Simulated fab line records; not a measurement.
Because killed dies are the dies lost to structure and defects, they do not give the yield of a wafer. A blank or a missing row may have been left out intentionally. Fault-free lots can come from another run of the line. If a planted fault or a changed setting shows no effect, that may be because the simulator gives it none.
A lot that was struck, set against a sound lot + flow n5-finfet + 36 out of 1938 route steps
Sound: these wafers, L658.1, L658.2, L658.6. Wafers struck: L652.1, L652.5, L652.6. The cause comes at the end.
At each step with rows: each side's tool, then ch and its chambers, then its first start. Under that, the readings that differ: sound wafers + struck wafers + difference of the means + sigmas: that difference in standard deviations of wafers without a fault.
alike: same words and numbers on both sides, and readings whose means sit less than 2 such deviations apart. not compared: any withheld reading, any reading some wafer has no value for, any bound like >300 that may hide the same value, and any number with overlapping values for which the record gives no deviation.
Wherever a step has rows on one side only, a row that says differs or no value, or a row with sigmas, the two part there. When numbers do not overlap yet have no deviation, they are printed without sigmas and do not part them. A reading that every wafer of one side lacks parts them only if that side has two wafers or more.

first, 9 steps without rows for these wafers: N5_BEOL_M4_ANNEAL_95 (time 240 s); N5_BEOL_M4_SPUTTER_96 (material Cu, target thk 4.5 nm, time 8.29 s); N5_BEOL_M4_ECD_50 (material Cu, target thk 300 nm); N5_BEOL_M4_ANNEAL_51 (time 90 s); N5_BEOL_M4_CMP_52 (polishes, stops on SiOC, t overpolish 6.8 s, target thk 40 nm); N5_BEOL_M4_PRE_CLEAN_60 (time 15 s); N5_BEOL_M4_CO_CAP_55 (material Co, precursor CCTBA/H2, target thk 2 nm, time 102.1 s); N5_BEOL_M4_PRE_CLEAN_56 (time 15 s); N5_BEOL_M4_DEP_57 (deposits SiCN from 3MS/NH3, target thk 8 nm, time 14 s).
N5_BEOL_M4_RC_MEAS_101:
  sound on prober-01 ch 0, day 14 08:09; struck on prober-01 ch 0, day 11 06:03
  alike: DIBL_N, DIBL_P, IOFF_N, IOFF_P, ION_N, ION_P, SS_N, SS_P, VT_N, VT_P
then, 24 steps without rows for these wafers: N5_BEOL_M5_ILD_DEP_00 (deposits SiCOH lowk from DEMS/porogen, target thk 140.64 nm, time 25.9 s); N5_BEOL_M5_CURE_79 (cures SiCOH lowk, time 240 s); N5_BEOL_M5_PECVD_70 (deposits SiO2 from TEOS/O2, target thk 16 nm, time 18 s); N5_BEOL_M5_HM_DEP_02 (deposits TiN, target thk 20 nm); N5_BEOL_M5_COAT_59 (time 60 s, resist thk 60 nm); N5_BEOL_M5_COAT_60 (time 60 s, resist thk 12 nm); N5_BEOL_M5_COAT_71 (time 60 s, resist thk 5 nm); N5_BEOL_M5_COAT_05 (resist thk 30 nm); N5_BEOL_M5_EBR_07; N5_BEOL_M5_SOFTBAKE_06 (time 60 s); N5_BEOL_M5_EXPOSE_08 (exposes mask M5, target cd 28 nm); N5_BEOL_M5_PEB_09 (peb time 60 s); N5_BEOL_M5_DEVELOP_10 (develop time 30 s); N5_BEOL_M5_DESCUM_16 (chemistry O2, time 7 s); N5_BEOL_M5_ETCH_72 (etches underlayer in N2/H2, target depth 6.5 nm, time 5.2 s); N5_BEOL_M5_ETCH_61 (etches SiARC in CF4, target depth 15.6 nm, time 26 s); N5_BEOL_M5_ETCH_62 (etches SOC in N2/H2, target depth 75 nm, overetch 15 nm, time 112.5 s); N5_BEOL_M5_STRIP_63 (strips in N2/H2); N5_BEOL_M5_STRIP_73 (strips in N2/H2); N5_BEOL_M5_STRIP_64 (strips in CF4); N5_BEOL_M5_HM_OPEN_17 (chemistry Cl2/BCl3, target TiN, target depth 20 nm, overetch 6 nm); N5_BEOL_M5_STRIP_19 (strips in O2); N5_BEOL_M5_COAT_65 (time 60 s, resist thk 60 nm); N5_BEOL_M5_COAT_66 (time 60 s, resist thk 12 nm).
N5_BEOL_M8_ALD_77: deposits TaN, target thk 2 nm, pulse time 2 s, purge time 3 s.
  sound on ald-metal-02 ch 0,1,2, day 15 23:16; struck on ald-metal-01 ch 1,2,3, day 12 19:34
  no value came back on the struck wafers for any of 5 readings (ald-cycles, chamber-pressure-Torr (Torr) and others); on the sound wafers ald-cycles reads 40 40 40
-- a jump in the record: the struck wafers' starts before and after are 3 days apart (it breaks off in module BEOL_M8 and resumes in module PASSIVATION, where the first step shown is number 1936 of the route) --
N5_PASSIVATION_PROBE_49:
  sound on prober-02, day 18 17:23; struck on prober-02, day 15 16:02
| reading                  | sound          | struck            | difference | sigmas      |
|--------------------------|----------------|-------------------|------------|-------------|
| defect-limited-yield (%) | 89.1 89.7 90.3 | 0 0 0             | -90        | -60         |
| killed_at_M4_up          | 28 15 25       | 1124 1114 1104    | +1091      | +99 or more |
| killed-dies              | 129 122 115    | 1180 1180 1180    | +1058      | +59         |
| killed-on-rim            | 16 20 16       | 152 152 152       | +135       | +29         |
| killed-open              | 101 76 77      | 39 53 63          | -33        | -2          |
| sort_bin_4_leakage (%)   | 0 0 0          | 93.90 93.31 92.71 | +93.31     |             |
| sort_bin_5_function (%)  | 6.2 6.2 5.8    | 3.3 4.8 4.1       | -2.0       | -2          |
| sort_bin_6_memory (%)    | 4.7 3.7 3.6    | 2.5 1.7 3.1       | -1.6       | -2          |
| sort-n-pass              | 1051 1058 1065 | 0 0 0             | -1058      | -59         |
| sort-yield-pct (%)       | 89.1 89.7 90.3 | 0 0 0             | -90        | -60         |
  alike: killed_at_M0_to_M3, killed-at-contacts, killed-at-front-end, killed-at-other, killed-short

== WHERE THEY PART ==
At N5_BEOL_M8_ALD_77 first; at N5_PASSIVATION_PROBE_49 last (within this record only).

WHY: whatever the simulator had introduced
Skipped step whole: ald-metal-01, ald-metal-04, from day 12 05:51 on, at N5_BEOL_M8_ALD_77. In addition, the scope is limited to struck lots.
